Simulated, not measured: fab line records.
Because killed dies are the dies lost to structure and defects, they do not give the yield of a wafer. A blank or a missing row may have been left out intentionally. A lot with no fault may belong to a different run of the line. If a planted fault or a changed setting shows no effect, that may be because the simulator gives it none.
Comparing a struck lot with a sound one    flow n5 finfet    41 steps out of a route of 1938
Sound: the wafers L944.1, L944.2, L944.5. Wafers L954.2, L954.4, L954.6 were the ones struck. The cause is given at the end.
At each step with rows: each side's tool, then ch and its chambers, then its first start. Under that, the readings that differ: sound wafers    struck wafers    difference of the means    sigmas: that difference in standard deviations of wafers without a fault.
alike: a reading whose means differ by less than 2 such deviations, as well as words and numbers matching on both sides. not compared: withheld readings; readings where some wafer has no value; bounds like >300 that might hide an equal value; numbers whose values overlap and for which the record gives no deviation.
The two part at a step that has a row with sigmas, a row that says differs or no value, or rows on one side only. Non-overlapping numbers with no deviation appear without sigmas and do not part them. A reading missing from all wafers of one side parts the sides only when that side holds two or more wafers.

first, 9 steps without rows for these wafers: N5_BEOL_M4_ANNEAL_95 (time 240 s); N5_BEOL_M4_SPUTTER_96 (material Cu, target thk 4.5 nm, time 8.29 s); N5_BEOL_M4_ECD_50 (material Cu, target thk 300 nm); N5_BEOL_M4_ANNEAL_51 (time 90 s); N5_BEOL_M4_CMP_52 (polishes, stops on SiOC, t overpolish 6.8 s, target thk 40 nm); N5_BEOL_M4_PRE_CLEAN_60 (time 15 s); N5_BEOL_M4_CO_CAP_55 (material Co, precursor CCTBA/H2, target thk 2 nm, time 102.1 s); N5_BEOL_M4_PRE_CLEAN_56 (time 15 s); N5_BEOL_M4_DEP_57 (deposits SiCN from 3MS/NH3, target thk 8 nm, time 14 s).
N5_BEOL_M4_RC_MEAS_101:
  sound on prober-02 ch 0, day 9 14:24; struck on prober-02 ch 0, day 12 12:09
  alike: DIBL_N, DIBL_P, IOFF_N, IOFF_P, ION_N, ION_P, SS_N, SS_P, VT_N, VT_P
then, 24 steps without rows for these wafers: N5_BEOL_M5_ILD_DEP_00 (deposits SiCOH lowk from DEMS/porogen, target thk 140.64 nm, time 25.9 s); N5_BEOL_M5_CURE_79 (cures SiCOH lowk, time 240 s); N5_BEOL_M5_PECVD_70 (deposits SiO2 from TEOS/O2, target thk 16 nm, time 18 s); N5_BEOL_M5_HM_DEP_02 (deposits TiN, target thk 20 nm); N5_BEOL_M5_COAT_59 (time 60 s, resist thk 60 nm); N5_BEOL_M5_COAT_60 (time 60 s, resist thk 12 nm); N5_BEOL_M5_COAT_71 (time 60 s, resist thk 5 nm); N5_BEOL_M5_COAT_05 (resist thk 30 nm); N5_BEOL_M5_EBR_07; N5_BEOL_M5_SOFTBAKE_06 (time 60 s); N5_BEOL_M5_EXPOSE_08 (exposes mask M5, target cd 28 nm); N5_BEOL_M5_PEB_09 (peb time 60 s); N5_BEOL_M5_DEVELOP_10 (develop time 30 s); N5_BEOL_M5_DESCUM_16 (chemistry O2, time 7 s); N5_BEOL_M5_ETCH_72 (etches underlayer in N2/H2, target depth 6.5 nm, time 5.2 s); N5_BEOL_M5_ETCH_61 (etches SiARC in CF4, target depth 15.6 nm, time 26 s); N5_BEOL_M5_ETCH_62 (etches SOC in N2/H2, target depth 75 nm, overetch 15 nm, time 112.5 s); N5_BEOL_M5_STRIP_63 (strips in N2/H2); N5_BEOL_M5_STRIP_73 (strips in N2/H2); N5_BEOL_M5_STRIP_64 (strips in CF4); N5_BEOL_M5_HM_OPEN_17 (chemistry Cl2/BCl3, target TiN, target depth 20 nm, overetch 6 nm); N5_BEOL_M5_STRIP_19 (strips in O2); N5_BEOL_M5_COAT_65 (time 60 s, resist thk 60 nm); N5_BEOL_M5_COAT_66 (time 60 s, resist thk 12 nm).
N5_BEOL_M9_HM_DEP_02: deposits TiN, target thk 20 nm.
  sound on pvd sputter-02 at day 11 07:49; struck on pvd sputter-02 at day 14 04:44
reading                                     sound           struck      difference  sigmas
model.TiN_of_BEOL_M9_HM_DEP_02.thk nm (nm)  20.2 20.8 20.2  35 35.4 35  +15         
  alike: throttle valve pct
N5_BEOL_M9_HM_OPEN_17: chemistry Cl2/BCl3, target TiN, target depth 20 nm, overetch 6 nm.
  sound on rie metal-03 ch 0,1, day 11 08:40; struck on rie metal-02 ch 0, day 14 05:28
reading                   sound              struck             difference  sigmas
model.etch.depth nm (nm)  20.21 20.82 20.12  27.92 27.71 28.02  +7.50       
  alike: drypump motor current A, oes product au, rf fwd power W, throttle valve pct
  not compared: rf hours counter h
N5_BEOL_M9_VIA_ETCH_34: etches SiCOH lowk in C4F6/O2, target depth 182.4 nm, time 68.4 s.
  sound on rie diel-03 ch 0,1, day 11 10:52; struck on rie diel-06 ch 1,3, day 14 08:20
reading                sound           struck          difference  sigmas
oes product au (a.u.)  0.91 0.73 0.92  0.32 0.32 0.33  -0.53       -6
  alike: C4F6_flow_sccm, drypump motor current A, rf fwd power W, rf vpp V, showerhead plenum p Torr, throttle valve pct
  not compared: rf hours counter h
N5_BEOL_M9_TRENCH_ETCH_37: etches SiCOH lowk in C4F6/O2, target depth 151.43 nm, time 49 s.
  sound on rie diel-03 ch 0,1; struck on rie diel-06 ch 1,3
reading                                     sound         struck        difference  sigmas
model.TiN_of_BEOL_M9_HM_DEP_02.thk nm (nm)  16 16.6 15.8  30.8 31 30.6  +14.7       
  alike: C4F6_flow_sccm, drypump motor current A, oes product au, rf fwd power W, rf vpp V, showerhead plenum p Torr, throttle valve pct
  not compared: rf hours counter h
N5_BEOL_M9_OCD_MEAS_38:
  sound on ocd-01 at day 11 11:10; struck on ocd-01 at day 14 08:37
reading               sound        struck  difference                     sigmas
trench depth nm (nm)  152 154 151  - - -   no value on the struck wafers  
N5_BEOL_M9_CD_MEAS_35: target cd 70 nm, target cd y 40 nm.
  sound on cd sem-02 at day 11 11:22; struck on cd sem-03 at day 14 08:53
reading     sound           struck  difference                     sigmas
cd nm (nm)  69.4 69.1 71.3  - - -   no value on the struck wafers  
-- a jump in the record: the struck wafers' starts before and after are 2 days apart (it breaks off in module BEOL_M9 and resumes in module PASSIVATION, where the first step shown is number 1936 of the route) --
N5_PASSIVATION_PROBE_49:
  sound on prober-02 at day 14 01:57; struck on prober-01 at day 16 14:07
reading                   sound           struck          difference  sigmas
defect limited yield (%)  92.4 88.4 90.3  0 0 0           -90         -56
killed_at_M4_up           13 11 21        1101 1097 1111  +1088       +99 or more
killed dies               90 137 115      1180 1180 1180  +1066       +59
killed on rim             11 14 9         152 152 152     +141        +34
sort_bin_5_function (%)   4.8 5.9 6.2     95.7 96.7 97.2  +90.9       +95
sort n pass               1090 1043 1065  0 0 0           -1066       -56
sort yield pct (%)        92.4 88.4 90.3  0 0 0           -90         -56
  alike: killed_at_M0_to_M3, killed at contacts, killed at front end, killed at other, killed open, killed short, sort_bin_6_memory, sort_bin_8_speed

== WHERE THEY PART ==
Last at N5_PASSIVATION_PROBE_49 as far as this record goes, first at N5_BEOL_M9_VIA_ETCH_34.

WHY: whatever the simulator had introduced
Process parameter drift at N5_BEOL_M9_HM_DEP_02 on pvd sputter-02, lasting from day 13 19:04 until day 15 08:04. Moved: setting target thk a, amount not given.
